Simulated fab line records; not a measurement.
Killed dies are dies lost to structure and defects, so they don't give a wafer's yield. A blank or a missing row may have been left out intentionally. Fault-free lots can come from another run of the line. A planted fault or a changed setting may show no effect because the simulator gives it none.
A lot that was struck, set against a sound lot || flow n5 finfet || 36 steps out of a route of 1938
Sound: these wafers, L844.2, L844.3, L844.4. Struck: wafer L839.2. (L839.1, L839.3 of the same lot were not struck and are left out.) The cause comes at the end.
At each step with rows: each side's tool, then ch and its chambers, then its first start. Under that, the readings that differ: sound wafers || struck wafers || difference of the means || sigmas: that difference in standard deviations of wafers without a fault.
alike: readings with means less than 2 such deviations apart, plus words and numbers identical on both sides. not compared: withheld readings, readings lacking a value on some wafer, bounds such as >300 that could conceal the same value, and numbers that have no deviation in the record and whose values overlap.
The two part at a step that has a row with sigmas, a row that says differs or no value, or rows on one side only. Non-overlapping numbers with no deviation appear without sigmas and do not part them. Lack of a reading on every wafer of one side parts them only where that side has two or more wafers.

first, 8 steps without rows for these wafers: N5_BEOL_M15_SPUTTER_43 (material TaN, target thk 15 nm, time 24.19 s); N5_BEOL_M15_SPUTTER_44 (material Ta, target thk 15 nm, time 24.19 s); N5_BEOL_M15_SPUTTER_45 (material Cu, target thk 100 nm, time 16.67 s); N5_BEOL_M15_ECD_47 (material Cu, target thk 1860 nm); N5_BEOL_M15_ANNEAL_48 (time 90 s); N5_BEOL_M15_CMP_49 (polishes, stops on SiO2, t overpolish 4.9 s, target thk 850 nm); N5_BEOL_M15_PRE_CLEAN_52 (time 15 s); N5_BEOL_M15_DEP_53 (deposits SiCN from 3MS/NH3, target thk 50 nm, time 17.8 s).
N5_PASSIVATION_PECVD_00: deposits SiO2 from SiH4/N2O, target thk 200 nm, time 11.2 s.
  sound on pecvd-03 ch 0,1, day 16 10:22; struck on pecvd-02 ch 2, day 15 10:41
{"reading": "model.SiO2_of_PASSIVATION_PECVD_00.thk nm (nm)", "sound": "196.2 193.2 199.8", "struck": 366.6, "difference": "+170.2", "sigmas": ""}
  alike: heater power w, rf fwd power W, showerhead plenum p Torr, throttle valve pct
then, 26 steps without rows for these wafers: N5_MIM_BOT_DEGAS_01 (time 60 s); N5_MIM_BOT_SPUTTER_00 (material TiN, target thk 35 nm, time 89.7 s); N5_MIM_TOP_ALD_00 (deposits Al2O3, purge time 3 s, co reactant pulse time 3 s); N5_MIM_TOP_ALD_01 (deposits HfO2, target thk 5.6 nm, pulse time 1 s, purge time 3 s); N5_MIM_TOP_ALD_02 (deposits Al2O3, purge time 3 s, co reactant pulse time 3 s); N5_MIM_TOP_DEGAS_04 (time 60 s); N5_MIM_TOP_SPUTTER_03 (material TiN, target thk 35 nm, time 89.7 s); N5_MIM_TOP_LITHO_HMDS_01 (time 60 s); N5_MIM_TOP_LITHO_COAT_02; N5_MIM_TOP_LITHO_EBR_04; N5_MIM_TOP_LITHO_SOFTBAKE_03 (time 90 s); N5_MIM_TOP_LITHO_EXPOSE_05 (exposes mask MIM TOP, target cd 2000 nm); N5_MIM_TOP_LITHO_PEB_06; N5_MIM_TOP_LITHO_DEVELOP_07 (develop time 60 s); N5_MIM_TOP_LITHO_HARDBAKE_09 (time 120 s); N5_MIM_TOP_LITHO_DESCUM_10 (chemistry O2, time 7.9 s); N5_MIM_TOP_ETCH_ETCH_00 (etches TiN in Cl2/BCl3, target depth 38.5 nm); N5_MIM_TOP_ETCH_STRIP_01 (strips in O2); N5_MIM_TOP_ETCH_PECVD_03 (deposits SiNx from SiH4/NH3/N2, target thk 20 nm, time 17.6 s); N5_MIM_BOT_LITHO_HMDS_01 (time 60 s); N5_MIM_BOT_LITHO_COAT_02; N5_MIM_BOT_LITHO_EBR_04; N5_MIM_BOT_LITHO_SOFTBAKE_03 (time 90 s); N5_MIM_BOT_LITHO_EXPOSE_05 (exposes mask MIM BOT); N5_MIM_BOT_LITHO_PEB_06; N5_MIM_BOT_LITHO_DEVELOP_07 (develop time 60 s).
N5_MIM_BOT_ETCH_ETCH_00: etches TiN in Cl2/BCl3, target depth 45.5 nm.
  sound on rie metal-03 ch 0,1, day 16 14:40; struck on rie metal-01 ch 1, day 15 15:15
{"reading": "rf fwd power W (W)", "sound": "998 1000 996", "struck": 990, "difference": -8, "sigmas": -3}
{"reading": "throttle valve pct (%)", "sound": "22.4 22.4 21.6", "struck": 21.4, "difference": -0.7, "sigmas": -2}
{"reading": "model.SiO2_of_PASSIVATION_PECVD_00.thk nm (nm)", "sound": "193.6 190.6 197.2", "struck": 363.8, "difference": "+170.0", "sigmas": ""}
  alike: bcl3 flow sccm, drypump motor current A, oes product au
  not compared: rf hours counter h

WHERE THEY PART
Only at N5_MIM_BOT_ETCH_ETCH_00, within this record.

WHY: the cause the simulator had injected
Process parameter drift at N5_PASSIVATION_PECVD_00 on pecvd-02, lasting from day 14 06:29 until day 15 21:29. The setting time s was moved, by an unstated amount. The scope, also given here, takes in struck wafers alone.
